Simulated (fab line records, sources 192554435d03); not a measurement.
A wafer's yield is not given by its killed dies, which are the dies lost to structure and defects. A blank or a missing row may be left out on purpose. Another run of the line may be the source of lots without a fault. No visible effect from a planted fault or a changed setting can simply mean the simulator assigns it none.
Matching of chambers | flow n5_finfet | rie_diel-04 running N5_BEOL_M12_DESCUM_15: 4 sister chambers
The step chemistry O2, time 7.9 s. 4 wafers are shown with their chamber, then 12 later ones without.

## WAFERS WITH THEIR CHAMBER
wafer  | chamber | throttle_valve_pct (%)
L088.3 | 2       | 20.76
L089.1 | 0       | 20.60
L089.4 | 1       | 20.28
L089.6 | 3       | 20.68

## WAFERS MISSING THEIR CHAMBER
wafer  | throttle_valve_pct (%)
L093.1 | 20.67
L093.4 | 20.61
L093.6 | 20.61
L094.1 | 20.61
L094.2 | 20.69
L094.3 | 20.32
L097.3 | 20.63
L097.4 | 20.79
L097.6 | 20.63
L096.1 | 20.32
L096.3 | 20.70
L096.5 | 20.80

## CHAMBER TAKEN BY EACH
wafer  | from the rows above     | in truth
L093.1 | 3                       | 3
L093.4 | 0                       | 0
L093.6 | 0                       | 0
L094.1 | 0                       | 0
L094.2 | 3                       | 3
L094.3 | 1                       | 1
L097.3 | can't be placed: 0 or 3 | 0
L097.4 | 2                       | 2
L097.6 | can't be placed: 0 or 3 | 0
L096.1 | 1                       | 1
L096.3 | can't be placed: 3 or 2 | 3
L096.5 | 2                       | 2
Correct placement for 9 of the 12. Can't be placed from these rows: 3 (the true chamber is among the candidates in 3). 0 placed wrongly.
How it was worked out, from the rows above alone: a wafer's distance from a chamber is the root of the sum, over the readings, of the square of ((its reading less the chamber's mean) divided by the reading's scatter). The wafer belongs to the nearest chamber; if the next one is less than 2 further off, it can't be placed. Each chamber's mean is taken over the wafers shown for it. The scatter (one wafer shown for each chamber): square how far every hidden wafer sits from the nearest shown wafer, average those squares and take the square root.
